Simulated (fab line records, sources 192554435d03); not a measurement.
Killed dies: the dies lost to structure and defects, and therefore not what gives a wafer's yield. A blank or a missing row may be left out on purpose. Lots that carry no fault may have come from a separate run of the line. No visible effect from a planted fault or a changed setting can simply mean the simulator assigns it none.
Split-lot trial :: flow n5_finfet :: on a route of 1938 steps: 7 lots, 21 wafers read

## THE SPLIT ITSELF
At N5_BEOL_M15_COAT_04 (resist thk 800 nm), the setting spin_rpm was moved away from the recipe's 1704 rpm on 7 of the 21 wafers read, by -6.8% to +10.8%. For the rest of the wafers, this setting stayed at what the recipe calls for.

## FROM THE SPLIT TO THE READING: what the file shows between them, 4 steps
- N5_BEOL_M15_EBR_06
- N5_BEOL_M15_SOFTBAKE_05: time 60 s
- N5_BEOL_M15_DESCUM_15: chemistry O2, time 7.9 s
- N5_BEOL_M15_ETCH_59: etches BARC in N2/H2, target depth 89 nm, overetch 26.7 nm, time 67.9 s

## THE READING
coat_of_BEOL_M15_COAT_04.thk_nm (the simulator's own value, which no gauge read), in nm, at N5_BEOL_M15_VIA_ETCH_16 (etches SiO2 in C4F8/O2/Ar, target depth 1792.2 nm). The file does not state a usual value for it. Here, 14 wafers ran the recipe; their average is 333.1 nm with a standard deviation of 9.3 nm.

wafer: L077.1
tool, chamber at the split: litho_track-01, 0
spin_rpm as run, rpm: 1704
against the recipe: recipe
coat_of_BEOL_M15_COAT_04.thk_nm, nm: 344.6
against lot-mates on the recipe: -

wafer: L077.2
tool, chamber at the split: litho_track-01, 0
spin_rpm as run, rpm: 1704
against the recipe: recipe
coat_of_BEOL_M15_COAT_04.thk_nm, nm: 345.2
against lot-mates on the recipe: -

wafer: L077.5
tool, chamber at the split: litho_track-01, 0
spin_rpm as run, rpm: 1780
against the recipe: +4.5%
coat_of_BEOL_M15_COAT_04.thk_nm, nm: 315.4
against lot-mates on the recipe: -29.5

wafer: L078.1
tool, chamber at the split: litho_track-04, 0
spin_rpm as run, rpm: 1789
against the recipe: +5.0%
coat_of_BEOL_M15_COAT_04.thk_nm, nm: 311.2
against lot-mates on the recipe: -14.7

wafer: L078.5
tool, chamber at the split: litho_track-04, 0
spin_rpm as run, rpm: 1704
against the recipe: recipe
coat_of_BEOL_M15_COAT_04.thk_nm, nm: 326.2
against lot-mates on the recipe: -

wafer: L078.6
tool, chamber at the split: litho_track-04, 0
spin_rpm as run, rpm: 1704
against the recipe: recipe
coat_of_BEOL_M15_COAT_04.thk_nm, nm: 325.6
against lot-mates on the recipe: -

wafer: L081.3
tool, chamber at the split: litho_track-02, 0
spin_rpm as run, rpm: 1704
against the recipe: recipe
coat_of_BEOL_M15_COAT_04.thk_nm, nm: 348.8
against lot-mates on the recipe: -

wafer: L081.4
tool, chamber at the split: litho_track-02, 0
spin_rpm as run, rpm: 1704
against the recipe: recipe
coat_of_BEOL_M15_COAT_04.thk_nm, nm: 341.2
against lot-mates on the recipe: -

wafer: L081.5
tool, chamber at the split: litho_track-02, 0
spin_rpm as run, rpm: 1704
against the recipe: recipe
coat_of_BEOL_M15_COAT_04.thk_nm, nm: 329.8
against lot-mates on the recipe: -

wafer: L083.1
tool, chamber at the split: litho_track-04, 0
spin_rpm as run, rpm: 1704
against the recipe: recipe
coat_of_BEOL_M15_COAT_04.thk_nm, nm: 337.4
against lot-mates on the recipe: -

wafer: L083.3
tool, chamber at the split: litho_track-04, 0
spin_rpm as run, rpm: 1588
against the recipe: -6.8%
coat_of_BEOL_M15_COAT_04.thk_nm, nm: 357.6
against lot-mates on the recipe: +27.1

wafer: L083.4
tool, chamber at the split: litho_track-04, 0
spin_rpm as run, rpm: 1704
against the recipe: recipe
coat_of_BEOL_M15_COAT_04.thk_nm, nm: 323.6
against lot-mates on the recipe: -

wafer: L087.2
tool, chamber at the split: litho_track-02, 0
spin_rpm as run, rpm: 1781
against the recipe: +4.5%
coat_of_BEOL_M15_COAT_04.thk_nm, nm: 315.2
against lot-mates on the recipe: -19.4

wafer: L087.3
tool, chamber at the split: litho_track-02, 0
spin_rpm as run, rpm: 1704
against the recipe: recipe
coat_of_BEOL_M15_COAT_04.thk_nm, nm: 342.6
against lot-mates on the recipe: -

wafer: L087.4
tool, chamber at the split: litho_track-02, 0
spin_rpm as run, rpm: 1704
against the recipe: recipe
coat_of_BEOL_M15_COAT_04.thk_nm, nm: 326.6
against lot-mates on the recipe: -

wafer: L091.3
tool, chamber at the split: litho_track-04, 0
spin_rpm as run, rpm: 1704
against the recipe: recipe
coat_of_BEOL_M15_COAT_04.thk_nm, nm: 324
against lot-mates on the recipe: -

wafer: L091.4
tool, chamber at the split: litho_track-04, 0
spin_rpm as run, rpm: 1888
against the recipe: +10.8%
coat_of_BEOL_M15_COAT_04.thk_nm, nm: 296
against lot-mates on the recipe: -29.3

wafer: L091.6
tool, chamber at the split: litho_track-04, 0
spin_rpm as run, rpm: 1704
against the recipe: recipe
coat_of_BEOL_M15_COAT_04.thk_nm, nm: 326.6
against lot-mates on the recipe: -

wafer: L096.2
tool, chamber at the split: litho_track-04, 0
spin_rpm as run, rpm: 1803
against the recipe: +5.8%
coat_of_BEOL_M15_COAT_04.thk_nm, nm: 305.6
against lot-mates on the recipe: -16.2

wafer: L096.3
tool, chamber at the split: litho_track-04, 0
spin_rpm as run, rpm: 1803
against the recipe: +5.8%
coat_of_BEOL_M15_COAT_04.thk_nm, nm: 301.6
against lot-mates on the recipe: -20.2

wafer: L096.5
tool, chamber at the split: litho_track-04, 0
spin_rpm as run, rpm: 1704
against the recipe: recipe
coat_of_BEOL_M15_COAT_04.thk_nm, nm: 321.8
against lot-mates on the recipe: -

THE FIT
A straight line over all 21 wafers: coat_of_BEOL_M15_COAT_04.thk_nm changes by -3.93 nm for each +1% of spin_rpm; r = -0.86; the points scatter about the line by 8.4 nm.
The same after taking each lot's own level away (the mean of its wafers on the recipe; 21 wafers): -3.39 nm for each +1%; r = -0.90; scatter 6.2 nm.
The reading moves by 37 nm for the largest change in spin_rpm, on that fit.
From 321.80 to 344.90 nm: that is the span of the lots' own levels, equal to 2.5 times the standard deviation above.
So the slope is not independent of the lot-to-lot level: the two fits are not the same.
Check: with one of the wafers moved furthest among these (+10.8%) left out of the fit, the line predicts -41.5 nm for it against its lot-mates. It came out at -29.3 nm against them.

## THE OTHER SPLITS THESE WAFERS WENT THROUGH
Before the reading, these wafers also passed through other splits. Each is held against what the fit with the lots' levels taken away leaves over:
other split on the same wafers: N5_BEOL_M13_TRENCH_ETCH_34 time_s
wafers away from the commonest value: 5
r with coat_of_BEOL_M15_COAT_04.thk_nm (lot level and that fit taken away): -0.27

## THE WHOLE CHAIN: every reading that the file lists as answering this split, in the file's order
step: N5_BEOL_M15_COAT_04
what it does: resist thk 800 nm
reading: coat_of_BEOL_M15_COAT_04.thk_nm (the simulator's own value, which no gauge read)
change (the file's fit): -3.93 nm for each +1% of the setting
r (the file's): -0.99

step: N5_BEOL_M15_ETCH_59
what it does: etches BARC in N2/H2, target depth 89 nm, overetch 26.7 nm, time 67.9 s
reading: coat_of_BEOL_M15_COAT_04.thk_nm (the simulator's own value, which no gauge read)
change (the file's fit): -4.07 nm for each +1% of the setting
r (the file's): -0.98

step: N5_BEOL_M15_VIA_ETCH_16
what it does: etches SiO2 in C4F8/O2/Ar, target depth 1792.2 nm
reading: coat_of_BEOL_M15_COAT_04.thk_nm (the simulator's own value, which no gauge read)
change (the file's fit): -3.43 nm for each +1% of the setting
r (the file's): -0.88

## FILE'S OWN FIT
coat_of_BEOL_M15_COAT_04.thk_nm changes by -3.43 nm for each +1% of spin_rpm, r = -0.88.
